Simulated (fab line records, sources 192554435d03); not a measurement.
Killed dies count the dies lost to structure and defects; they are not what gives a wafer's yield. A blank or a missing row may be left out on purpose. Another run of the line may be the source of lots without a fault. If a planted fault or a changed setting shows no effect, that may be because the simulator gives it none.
Which tool did it? + flow n5_finfet + 72 wafers from 24 lots sampled at 4 of the route's 1938 steps

WHAT THE GAUGES SHOWED, per wafer
N5_BEOL_M0_SAQP_OVL_MEAS_41. Usual: M0_CUT1_OVL typically reads 0.2 nm, with standard deviation 0.65.
| lot  | measured     | on         | M0_CUT1_OVL (nm) | flag |
|------|--------------|------------|------------------|------|
| L074 | day 6 01:06  | overlay-02 | 0.7 0.0 0.3      |      |
| L075 | day 6 04:27  | overlay-01 | -0.4 1.1 0.2     |      |
| L076 | day 6 10:26  | overlay-01 | -0.2 -0.8 0.7    |      |
| L077 | day 6 13:26  | overlay-02 | 1.3 1.4 1.2      |      |
| L078 | day 6 22:26  | overlay-01 | -0.5 -0.2 -0.7   |      |
| L079 | day 7 01:09  | overlay-02 | -1.0 0.3 0.1     |      |
| L080 | day 7 04:07  | overlay-02 | 0.6 0.7 1.2      |      |
| L081 | day 7 20:13  | overlay-01 | 1.5 0.2 0.4      |      |
| L082 | day 8 00:15  | overlay-02 | 0.3 0.4 -0.5     |      |
| L083 | day 8 04:04  | overlay-02 | 1.5 0.4 1.0      |      |
| L084 | day 8 03:35  | overlay-02 | -0.7 -0.6 -0.4   |      |
| L085 | day 8 18:19  | overlay-01 | -0.5 -0.4 0.1    |      |
| L086 | day 9 05:12  | overlay-01 | 1.1 0.6 0.1      |      |
| L087 | day 9 06:08  | overlay-01 | 1.0 0.3 -0.2     |      |
| L088 | day 9 13:16  | overlay-02 | 0.1 1.4 2.2      |      |
| L089 | day 9 17:35  | overlay-02 | 1.3 0.8 0.7      |      |
| L091 | day 9 22:29  | overlay-01 | -0.2 0.0 -1.0    |      |
| L090 | day 10 00:33 | overlay-01 | -1.3 -0.5 0.4    |      |
| L092 | day 10 06:33 | overlay-02 | -0.1 -0.6 -0.1   |      |
| L093 | day 10 14:40 | overlay-01 | 1.5 -0.2 0.8     |      |
| L094 | day 10 22:29 | overlay-02 | 0.3 -0.1 1.2     |      |
| L095 | day 11 03:14 | overlay-01 | -0.3 -0.1 0.7    |      |
| L097 | day 11 10:10 | overlay-02 | 0.3 -0.1 -0.6    |      |
| L096 | day 11 12:26 | overlay-01 | -0.1 -0.3 0.5    |      |

TOOL THAT RAN EACH LOT (tool first, then ch and the chambers of the sampled wafers, then the start)
| lot  | N5_MOL_CONTACT_COAG_CVD_140   | N5_BEOL_M0_SAQP_PECVD_00        | N5_BEOL_M0_SAQP_MANDREL1_REMOVE_100 |
|------|-------------------------------|---------------------------------|-------------------------------------|
| L074 | cvd_w-01 ch 0,1, day 5 11:45  | pecvd-02 ch 0,1,2, day 5 15:46  | rie_si-01 ch 0,1,2, day 5 19:54     |
| L075 | cvd_w-01 ch 0,1, day 5 17:18  | pecvd-01 ch 0,2, day 5 21:16    | rie_si-04 ch 0,1, day 6 01:25       |
| L076 | cvd_w-01 ch 0,1, day 5 23:29  | pecvd-01 ch 1,2, day 6 03:30    | rie_si-01 ch 1,2,3, day 6 07:32     |
| L077 | cvd_w-02 ch 0,1, day 6 02:37  | pecvd-04 ch 1,2, day 6 06:39    | rie_si-06 ch 1,2,3, day 6 09:26     |
| L078 | cvd_w-01 ch 0,1, day 6 13:06  | pecvd-04 ch 2, day 6 17:07      | rie_si-01 ch 0,2,3, day 6 20:02     |
| L079 | cvd_w-01 ch 0,1, day 6 15:37  | pecvd-04 ch 1,2, day 6 20:07    | rie_si-01 ch 0,2,3, day 6 22:34     |
| L080 | cvd_w-01 ch 0,1, day 6 18:28  | pecvd-02 ch 0,1,2, day 6 23:06  | rie_si-04 ch 0,1,3, day 7 01:39     |
| L081 | cvd_w-01 ch 1, day 7 11:19    | pecvd-01 ch 0,1,2, day 7 15:19  | rie_si-01 ch 1,2, day 7 17:42       |
| L082 | cvd_w-02 ch 0,1, day 7 13:29  | pecvd-02 ch 0,1, day 7 18:20    | rie_si-06 ch 0,1, day 7 21:11       |
| L083 | cvd_w-01 ch 0,1, day 7 14:56  | pecvd-04 ch 0, day 7 21:19      | rie_si-04 ch 0,2,3, day 8 01:12     |
| L084 | cvd_w-01 ch 0,1, day 7 16:35  | pecvd-02 ch 1,2, day 7 21:20    | rie_si-06 ch 0,1,3, day 8 00:52     |
| L085 | cvd_w-02 ch 0,1, day 8 04:57  | pecvd-02 ch 0,1, day 8 08:52    | rie_si-04 ch 2,3, day 8 13:46       |
| L086 | cvd_w-02 ch 0,1, day 8 17:02  | pecvd-02 ch 0,2, day 8 21:02    | rie_si-01 ch 0,2,3, day 9 02:40     |
| L087 | cvd_w-02 ch 1, day 8 18:57    | pecvd-04 ch 0,2, day 9 00:04    | rie_si-01 ch 0,1,3, day 9 03:55     |
| L088 | cvd_w-01 ch 0,1, day 9 02:25  | pecvd-02 ch 1,2, day 9 06:25    | rie_si-06 ch 1,3, day 9 10:44       |
| L089 | cvd_w-01 ch 0,1, day 9 04:12  | pecvd-02 ch 0,2, day 9 09:26    | rie_si-06 ch 0,1,2, day 9 15:12     |
| L091 | cvd_w-02 ch 0,1, day 9 11:12  | pecvd-01 ch 0, day 9 15:11      | rie_si-04 ch 1,2,3, day 9 20:00     |
| L090 | cvd_w-01 ch 0,1, day 9 11:21  | pecvd-02 ch 1,2, day 9 18:13    | rie_si-04 ch 1,2,3, day 9 22:19     |
| L092 | cvd_w-02 ch 0,1, day 9 19:22  | pecvd-04 ch 0,1,2, day 9 23:22  | rie_si-01 ch 0,1, day 10 04:11      |
| L093 | cvd_w-01 ch 0,1, day 10 03:01 | pecvd-02 ch 0,2, day 10 06:58   | rie_si-04 ch 0,2,3, day 10 12:08    |
| L094 | cvd_w-01 ch 0,1, day 10 12:04 | pecvd-02 ch 0,1,2, day 10 16:01 | rie_si-06 ch 0,1, day 10 19:57      |
| L095 | cvd_w-02 ch 0,1, day 10 12:07 | pecvd-01 ch 0,2, day 10 19:01   | rie_si-01 ch 1,2, day 11 01:02      |
| L097 | cvd_w-01 ch 0, day 10 23:44   | pecvd-01 ch 0,2, day 11 03:44   | rie_si-06 ch 0,1,2, day 11 07:47    |
| L096 | cvd_w-02 ch 0,1, day 11 00:03 | pecvd-01 ch 0,1,2, day 11 06:44 | rie_si-04 ch 0,1,2, day 11 09:43    |
- N5_MOL_CONTACT_COAG_CVD_140: deposits W, target thk 66.5 nm, time 215 s.
- N5_BEOL_M0_SAQP_PECVD_00: deposits SiCN from 3MS/NH3, target thk 8 nm, time 14 s.
- N5_BEOL_M0_SAQP_MANDREL1_REMOVE_100: chemistry HBr/Cl2/O2, target a-Si, stops on SiNx, bt time 10 s.

AS READ BY THE TOOLS THEMSELVES (means over the sampled wafers that have a number; for cases with no such wafer, the mark the record gives instead)
N5_MOL_CONTACT_COAG_CVD_140. Usual: heater_power_w reads 498 W (standard deviation 47).
| lot  | tool     | heater_power_w (W) | flag |
|------|----------|--------------------|------|
| L074 | cvd_w-01 | 529                |      |
| L075 | cvd_w-01 | 520                |      |
| L076 | cvd_w-01 | 492                |      |
| L077 | cvd_w-02 | 506                |      |
| L078 | cvd_w-01 | 523                |      |
| L079 | cvd_w-01 | 519                |      |
| L080 | cvd_w-01 | 489                |      |
| L081 | cvd_w-01 | 456                |      |
| L082 | cvd_w-02 | 502                |      |
| L083 | cvd_w-01 | 519                |      |
| L084 | cvd_w-01 | 487                |      |
| L085 | cvd_w-02 | 470                |      |
| L086 | cvd_w-02 | 476                |      |
| L087 | cvd_w-02 | 447                |      |
| L088 | cvd_w-01 | 522                |      |
| L089 | cvd_w-01 | 488                |      |
| L091 | cvd_w-02 | 500                |      |
| L090 | cvd_w-01 | 488                |      |
| L092 | cvd_w-02 | 507                |      |
| L093 | cvd_w-01 | 521                |      |
| L094 | cvd_w-01 | 521                |      |
| L095 | cvd_w-02 | 495                |      |
| L097 | cvd_w-01 | 547                |      |
| L096 | cvd_w-02 | 474                |      |

N5_BEOL_M0_SAQP_PECVD_00. Usual: showerhead_plenum_p_Torr 3.669 Torr, standard deviation 0.013; throttle_valve_pct 9.0 %, standard deviation 0.58.
| lot  | tool     | showerhead_plenum_p_Torr (Torr) | throttle_valve_pct (%) | flag |
|------|----------|---------------------------------|------------------------|------|
| L074 | pecvd-02 | 3.682                           | 9.2                    |      |
| L075 | pecvd-01 | 3.660                           | 9.0                    |      |
| L076 | pecvd-01 | 3.662                           | 9.4                    |      |
| L077 | pecvd-04 | 3.670                           | 8.7                    |      |
| L078 | pecvd-04 | 3.669                           | 8.4                    |      |
| L079 | pecvd-04 | 3.672                           | 8.4                    |      |
| L080 | pecvd-02 | 3.675                           | 9.3                    |      |
| L081 | pecvd-01 | 3.663                           | 9.2                    |      |
| L082 | pecvd-02 | 3.678                           | 9.7                    |      |
| L083 | pecvd-04 | 3.638                           | 8.5                    |      |
| L084 | pecvd-02 | 3.679                           | 9.3                    |      |
| L085 | pecvd-02 | 3.677                           | 9.3                    |      |
| L086 | pecvd-02 | 3.672                           | 8.9                    |      |
| L087 | pecvd-04 | 3.662                           | 8.4                    |      |
| L088 | pecvd-02 | 3.685                           | 9.4                    |      |
| L089 | pecvd-02 | 3.667                           | 9.2                    |      |
| L091 | pecvd-01 | 3.665                           | 8.6                    |      |
| L090 | pecvd-02 | 3.683                           | 9.6                    |      |
| L092 | pecvd-04 | 3.666                           | 8.5                    |      |
| L093 | pecvd-02 | 3.671                           | 8.9                    |      |
| L094 | pecvd-02 | 3.677                           | 9.3                    |      |
| L095 | pecvd-01 | 3.661                           | 8.2                    |      |
| L097 | pecvd-01 | 3.661                           | 8.1                    |      |
| L096 | pecvd-01 | 3.658                           | 8.7                    |      |

N5_BEOL_M0_SAQP_MANDREL1_REMOVE_100. Usual: HBr_flow_sccm 150.0 sccm, standard deviation 0.47; bias_w 29.99 W, standard deviation 0.086; drypump_motor_current_A 5.7 A, standard deviation 0.44; oes_product_au 0.999 a.u., standard deviation 0.015; throttle_valve_pct 36.9 %, standard deviation 0.35.
| lot  | tool      | HBr_flow_sccm (sccm) | bias_w (W) | drypump_motor_current_A (A) | oes_product_au (a.u.) | throttle_valve_pct (%) | flag |
|------|-----------|----------------------|------------|-----------------------------|-----------------------|------------------------|------|
| L074 | rie_si-01 | 150.1                | 30.02      | 5.5                         | 0.993                 | 37.0                   |      |
| L075 | rie_si-04 | 150.1                | 30.01      | 5.8                         | 1.004                 | 37.3                   |      |
| L076 | rie_si-01 | 150.4                | 29.91      | 5.4                         | 0.999                 | 37.0                   |      |
| L077 | rie_si-06 | 149.9                | 29.95      | 6.0                         | 0.994                 | 36.5                   |      |
| L078 | rie_si-01 | 149.6                | 30.00      | 5.5                         | 0.993                 | 36.8                   |      |
| L079 | rie_si-01 | 149.8                | 30.06      | 5.5                         | 0.989                 | 36.8                   |      |
| L080 | rie_si-04 | 150.4                | 29.97      | 5.8                         | 1.006                 | 37.0                   |      |
| L081 | rie_si-01 | 149.3                | 30.11      | 5.4                         | 1.005                 | 37.2                   |      |
| L082 | rie_si-06 | 150.3                | 29.93      | 5.7                         | 1.006                 | 36.6                   |      |
| L083 | rie_si-04 | 149.9                | 29.99      | 5.7                         | 0.994                 | 37.1                   |      |
| L084 | rie_si-06 | 149.8                | 29.97      | 6.0                         | 1.003                 | 36.7                   |      |
| L085 | rie_si-04 | 150.0                | 29.96      | 5.4                         | 1.001                 | 36.9                   |      |
| L086 | rie_si-01 | 150.1                | 29.95      | 5.5                         | 0.992                 | 36.8                   |      |
| L087 | rie_si-01 | 150.4                | 30.02      | 5.3                         | 0.986                 | 37.1                   |      |
| L088 | rie_si-06 | 150.2                | 30.01      | 6.0                         | 1.012                 | 36.4                   |      |
| L089 | rie_si-06 | 150.0                | 29.91      | 5.7                         | 1.011                 | 36.7                   |      |
| L091 | rie_si-04 | 150.2                | 30.04      | 5.6                         | 1.013                 | 36.8                   |      |
| L090 | rie_si-04 | 150.1                | 29.93      | 5.6                         | 1.016                 | 36.8                   |      |
| L092 | rie_si-01 | 150.3                | 30.03      | 5.4                         | 0.982                 | 37.0                   |      |
| L093 | rie_si-04 | 150.0                | 29.88      | 5.7                         | 0.993                 | 37.1                   |      |
| L094 | rie_si-06 | 149.9                | 30.06      | 5.7                         | 0.997                 | 36.8                   |      |
| L095 | rie_si-01 | 149.9                | 30.07      | 5.7                         | 1.002                 | 36.9                   |      |
| L097 | rie_si-06 | 150.1                | 29.99      | 5.7                         | 1.006                 | 36.7                   |      |
| L096 | rie_si-04 | 150.5                | 29.98      | 5.5                         | 0.997                 | 37.1                   |      |

THE ANSWER, worked out from the rows above alone
Rule: a lot counts as off when the mean over its wafers that have a number is more than 3 standard deviations away from the usual mean. Also off: a lot with no number at a reading for which 4 or more lots have one. Any other lot the step has rows for is counted as sound. The gauges are gone through in route order, then the tools' own readings, and for those a lot's mean is taken as printed above. The first step at which some lot is off is used, and at that step the reading that is off furthest; a lot without a number counts as furthest.
None of the lots is off at any reading shown; this tells nothing.

WHAT THE SIMULATOR HAD INSERTED
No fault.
